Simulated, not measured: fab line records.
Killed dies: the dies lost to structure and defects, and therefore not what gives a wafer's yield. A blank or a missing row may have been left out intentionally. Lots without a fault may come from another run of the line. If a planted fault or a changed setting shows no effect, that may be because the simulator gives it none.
Which tool did it? | flow n5 finfet | Sampling: 10 lots, 29 wafers, 5 of 1938 route steps

WHAT THE GAUGES SHOWED, per wafer
N5_DUMMY_GATE_CD_MEAS_50 targets a cd of 14 nm.
lot  | measured    | on        | cd nm (nm)
L280 | day 3 04:43 | cd sem-01 | 14.1 14.0 14.5
L281 | day 3 14:37 | cd sem-01 | 13.9 13.5 13.2
L282 | day 3 19:27 | cd sem-03 | 14.8 13.9 14.6
L286 | day 4 16:59 | cd sem-03 | 13.5 14.2 14.0
L294 | day 6 22:24 | cd sem-03 | 14.1 14.1 13.3
L295 | day 6 22:25 | cd sem-02 | 14.1 14.2 14.1
L299 | day 7 21:59 | cd sem-02 | 14.1 13.8
L300 | day 8 03:47 | cd sem-03 | 14.0 13.8 14.5
L301 | day 8 09:43 | cd sem-02 | 15.0 14.9 14.7
L302 | day 8 16:07 | cd sem-02 | 14.3 13.8 13.2

N5_BEOL_M4_RC_MEAS_101.
lot  | measured     | on        | DIBL_N (mV/V)  | DIBL_P (mV/V)  | IOFF_N (nA/um) | IOFF_P (nA/um) | ION_N (uA/um) | ION_P (uA/um) | SS_N (mV/dec)  | SS_P (mV/dec)  | VT_N (mV)   | VT_P (mV)
L280 | day 9 03:11  | prober-02 | 36.0 37.3 34.0 | 37.4 39.0 34.3 | 0.15 0.18 0.12 | 0.20 0.24 0.16 | 672 677 667   | 462 466 459   | 71.8 72.3 70.9 | 72.7 73.0 72.2 | 253 248 255 | -249 -245 -253
L281 | day 9 06:34  | prober-02 | 35.8 37.0 36.3 | 34.5 37.0 37.3 | 0.14 0.16 0.16 | 0.20 0.23 0.24 | 664 664 679   | 457 454 465   | 70.9 72.2 71.7 | 72.5 74.0 73.3 | 252 251 249 | -250 -248 -247
L282 | day 9 07:29  | prober-01 | 32.8 32.5 31.0 | 33.3 31.6 30.9 | 0.12 0.11 0.10 | 0.19 0.15 0.15 | 667 651 652   | 460 446 457   | 70.5 70.9 70.5 | 72.5 72.8 71.2 | 253 256 254 | -251 -254 -253
L286 | day 10 06:03 | prober-01 | 36.7 35.2 36.3 | 37.6 34.0 36.4 | 0.18 0.14 0.17 | 0.25 0.19 0.23 | 683 671 680   | 469 462 468   | 72.4 72.2 71.4 | 73.7 72.9 73.7 | 249 251 247 | -246 -253 -248
L294 | day 13 00:07 | prober-01 | 34.9 35.8 37.4 | 33.6 32.5 36.1 | 0.13 0.14 0.16 | 0.24 0.22 0.30 | 663 660 672   | 472 463 474   | 70.4 70.8 71.4 | 72.7 73.4 73.4 | 251 250 252 | -243 -242 -240
L295 | day 13 01:31 | prober-02 | 33.1 34.7 35.3 | 33.5 34.3 36.8 | 0.11 0.13 0.16 | 0.17 0.18 0.21 | 656 653 683   | 454 446 461   | 71.2 72.0 71.8 | 73.2 73.1 73.9 | 253 254 249 | -254 -254 -253
L299 | day 13 22:59 | prober-01 | 33.9 34.4      | 32.8 35.4      | 0.14 0.14      | 0.20 0.23      | 669 675       | 474 474       | 71.3 71.8      | 71.6 73.3      | 251 252     | -247 -244
L300 | day 14 07:13 | prober-02 | 36.8 36.6 33.1 | 36.3 34.5 31.4 | 0.16 0.15 0.10 | 0.22 0.20 0.15 | 688 669 654   | 470 459 459   | 71.9 71.0 70.5 | 73.3 73.1 72.1 | 249 253 255 | -249 -250 -255
L301 | day 14 14:57 | prober-02 | 32.3 33.8 34.3 | 33.4 34.3 33.7 | 0.13 0.15 0.15 | 0.16 0.17 0.16 | 667 667 660   | 454 457 449   | 70.2 70.9 72.2 | 72.0 71.7 72.4 | 253 252 254 | -254 -254 -255
L302 | day 14 16:37 | prober-01 | 36.8 36.1 36.7 | 36.1 33.4 35.1 | 0.15 0.13 0.14 | 0.17 0.14 0.16 | 663 655 660   | 446 442 445   | 71.7 71.0 72.1 | 73.0 71.8 73.0 | 253 256 255 | -254 -258 -257

WHICH TOOL RAN EACH LOT (tool, then ch and the chambers of the sampled wafers, then the start)
lot  | N5_DUMMY_GATE_ETCH_32           | N5_DUMMY_GATE_STRIP_48            | N5_SPACER0_ALD_00
L280 | rie si-03 ch 0,1,2, day 3 05:02 | rie diel-01 ch 0,1,2, day 3 05:19 | ald sin-03 ch 1,2, day 3 06:32
L281 | rie si-05 ch 2,3, day 3 14:55   | rie diel-05 ch 1,2, day 3 15:13   | ald sin-02 ch 1,2,3, day 3 15:38
L282 | rie si-03 ch 1,2,3, day 3 19:45 | rie diel-01 ch 0,1,3, day 3 20:03 | ald sin-02 ch 0,1,3, day 3 20:26
L286 | rie si-02 ch 0,1, day 4 17:17   | rie diel-01 ch 1,3, day 4 17:38   | ald sin-03 ch 1,2,3, day 4 18:13
L294 | rie si-05 ch 0,1,2, day 6 22:41 | rie diel-05 ch 1,2,3, day 6 23:00 | ald sin-03 ch 0,2,3, day 7 00:05
L295 | rie si-03 ch 0,1,3, day 6 22:43 | rie diel-01 ch 0,1,2, day 6 23:04 | ald sin-03 ch 0,1,2, day 7 00:37
L299 | rie si-02 ch 1,3, day 7 22:22   | rie diel-05 ch 3, day 7 22:40     | ald sin-02 ch 0,1, day 7 23:03
L300 | rie si-02 ch 0,1,2, day 8 04:16 | rie diel-05 ch 0,1,2, day 8 04:34 | ald sin-01 ch 0,2,3, day 8 04:56
L301 | rie si-02 ch 0,1,2, day 8 10:01 | rie diel-06 ch 1,2,3, day 8 10:19 | ald sin-03 ch 0,2,3, day 8 10:41
L302 | rie si-03 ch 0,1, day 8 16:25   | rie diel-06 ch 0,1,2, day 8 16:46 | ald sin-03 ch 0,1,2, day 8 18:10
- N5_DUMMY_GATE_ETCH_32: etches SiO2 in CF4, target depth 3.5 nm, time 3.9 s.
- N5_DUMMY_GATE_STRIP_48: strips in N2/H2, time 20 s.
- N5_SPACER0_ALD_00: deposits SiOCN, target thk 3.5 nm, pulse time 3 s, purge time 2 s.

AS READ BY THE TOOLS THEMSELVES (means over the sampled wafers that have a number; for cases with no such wafer, the mark the record gives instead)
N5_DUMMY_GATE_ETCH_32.
lot  | tool      | chamber pressure mTorr (mTorr) | drypump motor current A (A) | oes product au (a.u.) | throttle valve pct (%)
L280 | rie si-03 | 10.000                         | 5.7                         | 1.002                 | 21.62
L281 | rie si-05 | 9.998                          | 5.6                         | 0.981                 | 21.86
L282 | rie si-03 | 10.005                         | 5.8                         | 1.001                 | 21.86
L286 | rie si-02 | 10.002                         | 6.0                         | 1.003                 | 22.02
L294 | rie si-05 | 10.008                         | 5.5                         | 1.001                 | 21.92
L295 | rie si-03 | 9.997                          | 6.0                         | 1.012                 | 21.74
L299 | rie si-02 | 10.001                         | 5.3                         | 1.018                 | 22.02
L300 | rie si-02 | 9.993                          | 5.7                         | 0.999                 | 21.96
L301 | rie si-02 | 10.005                         | 5.7                         | 0.999                 | 21.96
L302 | rie si-03 | 9.998                          | 6.0                         | 1.013                 | 21.53

N5_DUMMY_GATE_STRIP_48.
lot  | tool        | bias power w (W) | chamber pressure mTorr (mTorr) | drypump motor current A (A) | oes product au (a.u.) | rf vpp V (V) | showerhead plenum p Torr (Torr) | throttle valve pct (%)
L280 | rie diel-01 | 2.994            | 100.03                         | 5.7                         | 0.78                  | 44.7         | 3.34                            | 12.22
L281 | rie diel-05 | -                | -                              | -                           | -                     | -            | -                               | -
L282 | rie diel-01 | -                | -                              | -                           | -                     | -            | -                               | -
L286 | rie diel-01 | 3.001            | 100.04                         | 5.4                         | 0.71                  | 45.7         | 3.25                            | 12.48
L294 | rie diel-05 | 2.993            | 100.05                         | 5.5                         | 0.82                  | 45.6         | 3.48                            | 11.99
L295 | rie diel-01 | 2.994            | 99.98                          | 5.7                         | 0.75                  | 45.1         | 3.33                            | 12.29
L299 | rie diel-05 | 2.994            | 99.97                          | 5.8                         | 0.71                  | 46.0         | 3.49                            | 12.23
L300 | rie diel-05 | 2.996            | 99.98                          | 5.6                         | 0.86                  | 46.0         | 3.46                            | 11.86
L301 | rie diel-06 | 3.004            | 99.97                          | 5.6                         | 0.81                  | 46.0         | 3.49                            | 12.06
L302 | rie diel-06 | 2.997            | 100.10                         | 5.4                         | 0.82                  | 45.6         | 3.51                            | 12.03

N5_SPACER0_ALD_00.
lot  | tool       | heater power w (W) | precursor pulse height rel
L280 | ald sin-03 | 784                | 0.975
L281 | ald sin-02 | 837                | 1.015
L282 | ald sin-02 | 805                | 1.009
L286 | ald sin-03 | 810                | 0.985
L294 | ald sin-03 | 847                | 0.994
L295 | ald sin-03 | 836                | 1.005
L299 | ald sin-02 | 750                | 0.997
L300 | ald sin-01 | 856                | 0.993
L301 | ald sin-03 | 853                | 0.979
L302 | ald sin-03 | 855                | 0.993

THE ANSWER, worked out from the rows above alone
Rule: usual is defined by the lots themselves. The widest of any qualifying gaps counts: lots, ordered by their means at a reading, are off when they make up no more than a third of the lots, leave a main group of 4 or more, and stand apart from it by 3 or more times the standard deviation of that group's means. The tables above print the reading to a certain number of digits; a main group whose means all agree to those digits is not used. A lot without any number at a reading at which 4 lots or more have one is off too. Any other lot the step has rows for is counted as sound. The gauges are gone through in route order, then the tools' own readings, and for those a lot's mean is taken as printed above. At the first step where some lot is off, the reading lying furthest off is the one used; lots without a number count as furthest.
Off: L281, L282 (N5_DUMMY_GATE_STRIP_48, bias power w). Without a number there: L281, L282. The main group has a mean of 2.997 W with a standard deviation of 0.0037.
If a tool, at that step or one of the process steps before it, ran each lot that is off and ran no sound lot following the first of them, it fits. None of those tried fits.

WHAT THE SIMULATOR PUT IN
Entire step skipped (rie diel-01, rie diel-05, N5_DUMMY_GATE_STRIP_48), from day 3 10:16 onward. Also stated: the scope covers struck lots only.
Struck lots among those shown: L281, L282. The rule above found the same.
